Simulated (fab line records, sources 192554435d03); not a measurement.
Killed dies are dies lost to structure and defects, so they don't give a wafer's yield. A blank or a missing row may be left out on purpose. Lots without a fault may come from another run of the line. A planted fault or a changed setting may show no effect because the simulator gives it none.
Problem report in the 8D (eight disciplines) form, filled by code | flow n5_finfet | the parts of the form that need people (team, actions taken, sign-off) are left out

1. THE PROBLEM
run_length_s at N5_BEOL_M8_CVD_78 reads a mean of 167.7 s on 3 wafers of 3 lots; wafers without a fault read 165.1 s with a standard deviation of 0.46. That is +5.6 standard deviations from the usual mean.
The step: deposits Co from CCTBA/H2, target thk 2 nm, time 142.3 s.
First seen on wafer L334.1, day 10 10:55, on cvd_co-02. The record holds 30 wafers of 11 lots with a number at this step. Rule for "out", or "out of limits": more than 4 standard deviations from the usual mean. The other wafers with a number count as sound.

2. WHAT IT IS AND WHAT IT IS NOT
question                    | is                     | is not
which readings at this step | run_length_s           | -
which lots                  | L334, L336, L337       | L333, L338, L348, L349, L350, L351, L352, L354
which wafers of those lots  | L334.1, L336.1, L337.6 | L334.2, L336.5, L337.2
read on which tools         | cvd_co-02              | cvd_co-01
when                        | from day 10 10:55      | up to then (4 sound wafers); but 23 sound wafers of L336, L337, L338, L348, L349, L350, L351, L352, L354 came after

3. SUSPECTS, AND WHAT RULES EACH OUT
Counting: a tool at a process step up to the reading stays a suspect if it ran every lot that is out. Sound lots after the first of them don't rule it out here, since some wafers of a struck lot are sound.
- cvd_co-02 at N5_BEOL_M8_CVD_78 (deposits Co from CCTBA/H2, target thk 2 nm, time 142.3 s): kept. It ran every lot that is out, first L334 (day 10 10:55); its last sound lot up to then is L333 (day 10 00:08). Its own readings are out on those wafers: run_length_s.
Left after counting: cvd_co-02 at N5_BEOL_M8_CVD_78.

4. THE CAUSE (what the simulator had put in)
Process parameter drift: cvd_co-02, from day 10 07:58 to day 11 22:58, at N5_BEOL_M8_CVD_78. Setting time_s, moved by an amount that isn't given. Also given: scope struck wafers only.
Counting left only this tool.

5. THE CHAIN OF EFFECTS, in route order
Each row: a reading whose mean over the struck wafers that have a number lies more than 3 standard deviations from the usual. Only readings for which the record gives a usual standard deviation are gone through. hours: the time from each lot's start at the first step in this table that gives one to its start at this step, as a median over the lots. sigmas: the change in usual standard deviations.
hours | step              | reading      | usual   | on struck wafers | change | sigmas
0     | N5_BEOL_M8_CVD_78 | run_length_s | 165.1 s | 167.7            | +2.6   | +5.6
The process steps in it:
- N5_BEOL_M8_CVD_78: deposits Co from CCTBA/H2, target thk 2 nm, time 142.3 s.

6. WHAT WOULD HAVE CAUGHT IT SOONER
In this record the first reading out of limits was taken at day 10 10:55, 3 hours after the fault began at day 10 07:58.
